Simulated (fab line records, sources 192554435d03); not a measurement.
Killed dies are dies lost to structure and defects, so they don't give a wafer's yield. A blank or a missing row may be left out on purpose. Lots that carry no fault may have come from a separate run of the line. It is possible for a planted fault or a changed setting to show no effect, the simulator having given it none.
Chamber matching + flow n5Finfet + N5_BEOL_M6_ETCH_66 on rieDiel-03 has 4 sister chambers
The step etches SOC in N2/H2, target depth 80 nm, overetch 16 nm, time 120 s. 4 wafers are shown with their chamber, then 7 later ones without.

== WAFERS PAIRED WITH THEIR CHAMBERS ==
| wafer  | chamber | showerheadPlenumPTorr (Torr) |
|--------|---------|------------------------------|
| L078.4 | 2       | 2.43                         |
| L081.4 | 3       | 2.62                         |
| L087.1 | 1       | 2.60                         |
| L087.2 | 0       | 2.73                         |

== WAFERS MISSING THEIR CHAMBER ==
| wafer  | showerheadPlenumPTorr (Torr) |
|--------|------------------------------|
| L087.5 | 2.60                         |
| L090.3 | 2.73                         |
| L090.4 | 2.42                         |
| L090.5 | 2.73                         |
| L096.2 | 2.73                         |
| L096.4 | 2.61                         |
| L096.5 | 2.42                         |

== THE CHAMBER EACH PASSED THROUGH ==
| wafer  | from the rows above     | in truth |
|--------|-------------------------|----------|
| L087.5 | 1                       | 1        |
| L090.3 | 0                       | 0        |
| L090.4 | 2                       | 2        |
| L090.5 | 0                       | 0        |
| L096.2 | 0                       | 0        |
| L096.4 | can't be placed: 1 or 3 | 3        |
| L096.5 | 2                       | 2        |
6 of 7 placed correctly. Not placeable from these rows: 1 (in 1, the candidates include the true chamber). Number placed wrongly: 0.
How it was worked out, from the rows above alone: a wafer's distance from a chamber is the root of the sum, over the readings, of the square of ((its reading less the chamber's mean) divided by the reading's scatter). If the next closest chamber is less than 2 further off than the closest, the wafer can't be placed; otherwise it belongs to the closest. A chamber's mean is the mean of its shown wafers. The scatter: with one shown wafer a chamber, the root of the mean of the squares of how far each hidden wafer lies from its nearest shown one.
